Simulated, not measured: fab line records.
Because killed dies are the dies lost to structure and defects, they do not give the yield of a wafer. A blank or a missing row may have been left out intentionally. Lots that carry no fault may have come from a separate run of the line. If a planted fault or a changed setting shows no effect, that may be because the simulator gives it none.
Matching of chambers -- flow nand harc -- NHARC_A_CONTACT_DESCUM_74 on rie diel-12 has 4 sister chambers
The step chemistry O2, time 3 s. 42 wafers are shown with their chamber, then 12 later ones without.

== WAFERS PAIRED WITH THEIR CHAMBERS ==
wafer,chamber,drypump motor current A (A),showerhead plenum p Torr (Torr),oes product au (a.u.)
L074.1,2,5.1,1.79,1.004
L074.5,3,6.3,2.00,1.011
L074.6,0,5.3,1.99,0.996
L077.1,2,5.1,1.79,0.997
L077.3,3,6.3,2.00,0.998
L077.6,3,6.3,2.00,0.999
L080.3,0,5.3,1.99,0.990
L080.4,2,5.1,1.79,0.991
L080.5,0,5.3,1.99,0.988
L079.2,2,5.1,1.79,1.004
L079.4,3,6.3,2.00,1.005
L079.6,3,6.3,2.00,0.994
L081.1,1,5.9,2.01,0.975
L081.2,2,5.1,1.79,0.998
L081.6,1,5.9,2.01,0.985
L082.1,3,6.3,2.00,1.012
L082.2,1,5.9,2.01,0.990
L082.6,1,5.9,2.01,0.996
L085.2,0,5.3,1.99,0.984
L085.5,2,5.1,1.78,1.013
L085.6,3,6.3,2.00,1.013
L087.1,1,5.9,2.01,0.986
L087.2,0,5.3,1.99,0.995
L087.5,1,5.9,2.01,0.991
L087.3,2,5.1,1.78,1.003
L087.4,3,6.3,2.00,1.012
L087.6,2,5.1,1.78,1.004
L089.2,1,5.9,2.01,0.993
L089.4,2,5.1,1.78,1.010
L089.6,2,5.1,1.78,1.007
L091.1,2,5.1,1.78,1.005
L091.2,3,6.3,2.00,1.015
L091.5,0,5.3,1.98,0.998
L093.1,3,6.3,1.99,0.992
L093.3,0,5.3,1.98,1.000
L093.6,1,6.0,2.01,0.989
L094.2,3,6.3,1.99,0.998
L094.3,1,5.9,2.01,0.985
L094.6,0,5.4,1.98,0.997
L094.1,0,5.4,1.98,0.998
L094.4,3,6.3,1.99,1.015
L094.5,1,5.9,2.01,0.995

SIGNATURES, as means of the wafers listed above
reading,chamber 0,chamber 1,chamber 2,chamber 3,scatter within a chamber
drypump motor current A,5.322,5.910,5.100,6.300,0.0254
showerhead plenum p Torr,1.9856,2.0100,1.7845,1.9975,0.00435
oes product au,0.99400,0.98850,1.00327,1.00533,0.00683
Rule: distance of a wafer from a chamber = root of the sum over the readings of ((wafer's reading minus chamber's mean) / reading's scatter) squared. The wafer belongs to the nearest chamber; if the next one is less than 2 further off, it can't be placed. How the scatter is found: for the shown wafers, subtract from each reading the mean of its chamber, square and add these, divide the total by (wafers less chambers), then take the root.

== WAFERS WITHOUT THEIR CHAMBER ==
wafer,drypump motor current A (A),showerhead plenum p Torr (Torr),oes product au (a.u.)
L095.1,5.1,1.78,1.030
L095.3,5.9,2.01,0.996
L095.6,6.3,1.99,1.007
L096.2,6.3,1.99,1.006
L096.4,5.3,1.98,1.001
L096.6,5.4,1.98,1.005
L097.2,6.3,1.99,1.002
L097.4,5.9,2.01,0.986
L097.6,5.9,2.01,0.992
L097.1,5.3,1.98,0.998
L097.3,5.1,1.78,0.997
L097.5,5.1,1.78,1.002

== WHICH CHAMBER EACH ONE RAN IN ==
wafer,from the rows above,in truth
L095.1,2,2
L095.3,1,1
L095.6,3,3
L096.2,3,3
L096.4,0,0
L096.6,0,0
L097.2,3,3
L097.4,1,1
L097.6,1,1
L097.1,0,0
L097.3,2,2
L097.5,2,2
12 of 12 placed correctly. Not placeable from these rows: 0. Wrongly placed: 0.
